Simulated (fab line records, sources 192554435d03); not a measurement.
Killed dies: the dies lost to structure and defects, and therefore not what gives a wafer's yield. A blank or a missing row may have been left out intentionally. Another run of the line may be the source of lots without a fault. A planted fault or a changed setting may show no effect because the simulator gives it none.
Struck lot and sound lot, side by side :: flow n5-finfet :: 39 out of 1938 route steps
Sound: wafers L330.3, L330.5, L330.6. Struck: wafer L327.5 (left out: L327.1, L327.6 of the same lot, which were not struck); the cause appears at the end.
Each step with rows lists, per side, the tool, then ch with its chambers, then its first start. Under that, the readings that differ: sound wafers :: struck wafers :: difference of the means :: sigmas: that difference in standard deviations of wafers without a fault.
alike: a reading whose means differ by less than 2 such deviations, as well as words and numbers matching on both sides. not compared: withheld readings; readings where some wafer has no value; bounds like >300 that might hide an equal value; numbers whose values overlap and for which the record gives no deviation.
A row with sigmas, a row that says differs or no value, or rows on one side alone: a step with any of these is where the two part. Numbers that have no deviation but don't overlap get no sigmas and don't part them. A reading that every wafer of one side lacks parts them only if that side has two wafers or more.

first, 9 steps without rows for these wafers: N5_BEOL_M13_SOFTBAKE_23 (time 60 s); N5_BEOL_M13_EXPOSE_25 (exposes mask M13, target cd 210 nm); N5_BEOL_M13_PEB_26 (peb time 90 s); N5_BEOL_M13_DEVELOP_27 (develop time 45 s); N5_BEOL_M13_HARDBAKE_32 (time 120 s); N5_BEOL_M13_DESCUM_33 (chemistry O2, time 7.9 s); N5_BEOL_M13_ETCH_67 (etches SiARC in CF4, target depth 143 nm, time 238.3 s); N5_BEOL_M13_ETCH_68 (etches SOC in N2/H2, time 355 s); N5_BEOL_M13_STRIP_69 (strips in N2/H2).
N5_BEOL_M13_TRENCH_ETCH_34: etches SiOC in C4F8/O2/Ar, target depth 413.47 nm, time 162.6 s.
  sound on rie-diel-03 ch 0,2,3, day 19 11:01; struck on rie-diel-02 ch 0, day 18 22:10
reading: throttle-valve-pct (%)
sound: 23.94 24.29 23.76
struck: 24.44
difference: +0.44
sigmas: +2

reading: model.etch.depth-nm (nm)
sound: 415.2 414.8 429.8
struck: 388.1
difference: -31.8
sigmas: 
  alike: C4F8_flow_sccm, O2_flow_sccm, drypump-motor-current-A, oes-product-au, rf-vpp-V, showerhead-plenum-p-Torr
  not compared: rf-fwd-power-W, rf-hours-counter-h
then, 1 step without rows for these wafers: N5_BEOL_M13_STRIP_70 (strips in C4F8/O2/Ar).
N5_BEOL_M13_OCD_MEAS_35:
  sound on ocd-02 at day 19 11:11; struck on ocd-01 at day 18 22:20
reading: trench-depth-nm (nm)
sound: 415 415 430
struck: 389
difference: -31
sigmas: -4
then, 11 steps without rows for these wafers: N5_BEOL_M13_STRIP_37 (strips in N2/H2); N5_BEOL_M13_ETCH_38 (etches SiCN in CF4/N2, target depth 67.5 nm, time 71.9 s); N5_BEOL_M13_PRECLEAN_39 (cleans in residue remover, time 60 s); N5_BEOL_M13_SRD_40 (time 30 s, dry time 30 s); N5_BEOL_M13_DEGAS_41 (time 60 s); N5_BEOL_M13_PRE_CLEAN_42 (time 30 s); N5_BEOL_M13_SPUTTER_43 (material TaN, target thk 15 nm, time 24.19 s); N5_BEOL_M13_SPUTTER_44 (material Ta, target thk 10 nm, time 16.13 s); N5_BEOL_M13_SPUTTER_45 (material Cu, target thk 80 nm, time 13.33 s); N5_BEOL_M13_ECD_47 (material Cu, target thk 936 nm); N5_BEOL_M13_ANNEAL_48 (time 90 s).
N5_BEOL_M13_CMP_49: polishes, stops on SiOC, t overpolish 17.1 s, target thk 420 nm.
  sound on cmp-01 ch 1,2,3, day 19 18:29; struck on cmp-01 ch 3, day 19 00:19
reading: model.Cu_of_BEOL_M13_ECD_47.thk-nm (nm)
sound: 421.6 422 434.8
struck: 396
difference: -30
sigmas: 
  alike: barrier-field-endpoint-s, motor-current-A, overpolish-run-s, slurry-filter-dp-kPa
N5_BEOL_M13_THK_MEAS_50: measures by xrf.
  sound on film-metro-02 at day 19 18:42; struck on film-metro-01 at day 19 00:36
reading: M13_THK (nm)
sound: 435 436 449
struck: 410
difference: -30
sigmas: -4
then, 2 steps without rows for these wafers: N5_BEOL_M13_PRE_CLEAN_52 (time 15 s); N5_BEOL_M13_DEP_53 (deposits SiCN from 3MS/NH3, target thk 50 nm, time 17.8 s).
N5_BEOL_M13_RS_MEAS_54: a four-point-probe measurement.
  sound on film-metro-01 at day 19 18:50; struck on film-metro-02 at day 19 00:44
reading: M13_RS (ohm/sq)
sound: 0.0448 0.0447 0.0435
struck: 0.0478
difference: +0.0035
sigmas: +4
then, 9 steps without rows for these wafers: N5_BEOL_M14_ILD_DEP_00 (deposits SiO2 from TEOS/O2, target thk 1119.3 nm, time 237.4 s); N5_BEOL_M14_COAT_58 (time 60 s, resist thk 89 nm); N5_BEOL_M14_COAT_04 (resist thk 800 nm); N5_BEOL_M14_EBR_06; N5_BEOL_M14_SOFTBAKE_05 (time 60 s); N5_BEOL_M14_EXPOSE_07 (exposes mask V13); N5_BEOL_M14_PEB_08 (peb time 90 s); N5_BEOL_M14_DEVELOP_09 (develop time 45 s); N5_BEOL_M14_HARDBAKE_14 (time 120 s).
N5_BEOL_M15_RC_MEAS_101:
  sound on prober-01 ch 0, day 20 05:34; struck on prober-02 ch 0, day 19 09:55
reading: COMB_M6 (S/m)
sound: 2.2e-11 3.1e-11 2.7e-11
struck: 4.3e-11
difference: +1.6e-11
sigmas: +3

reading: COMB_M7 (S/m)
sound: 2.9e-11 3.2e-11 2.8e-11
struck: 1.6e-11
difference: -1.4e-11
sigmas: -3

reading: SERP_M13 (ohm/um)
sound: 0.309 0.314 0.313
struck: 0.334
difference: +0.022
sigmas: +3

reading: SERP_M6 (ohm/um)
sound: 12.9 13.3 12.9
struck: 14.5
difference: +1.5
sigmas: +2

reading: SERP_M9 (ohm/um)
sound: 2.95 2.99 2.69
struck: 3.11
difference: +0.23
sigmas: +2
  alike: COMB_M10, COMB_M11, COMB_M12, COMB_M13, COMB_M14, COMB_M15, COMB_M5, COMB_M5_max_site, COMB_M8, COMB_M9, SERP_M10, SERP_M11, SERP_M12, SERP_M14, SERP_M5, SERP_M7, SERP_M8
N5_PASSIVATION_PROBE_49:
  sound on prober-01 at day 20 21:15; struck on prober-02 at day 20 00:20
reading: killed_at_M4_up
sound: 18 23 15
struck: 5
difference: -14
sigmas: -3
  alike: defect-limited-yield, killed_at_M0_to_M3, killed-at-contacts, killed-at-front-end, killed-at-other, killed-dies, killed-open, killed-short, sort_bin_5_function, sort_bin_6_memory, sort-n-pass, sort-yield-pct

## WHERE THEY PART
First at N5_BEOL_M13_TRENCH_ETCH_34; last, within this record, at N5_PASSIVATION_PROBE_49.

WHY: what the simulator had put in
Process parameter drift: rie-diel-02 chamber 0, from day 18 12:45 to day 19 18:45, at N5_BEOL_M13_TRENCH_ETCH_34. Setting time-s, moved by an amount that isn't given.
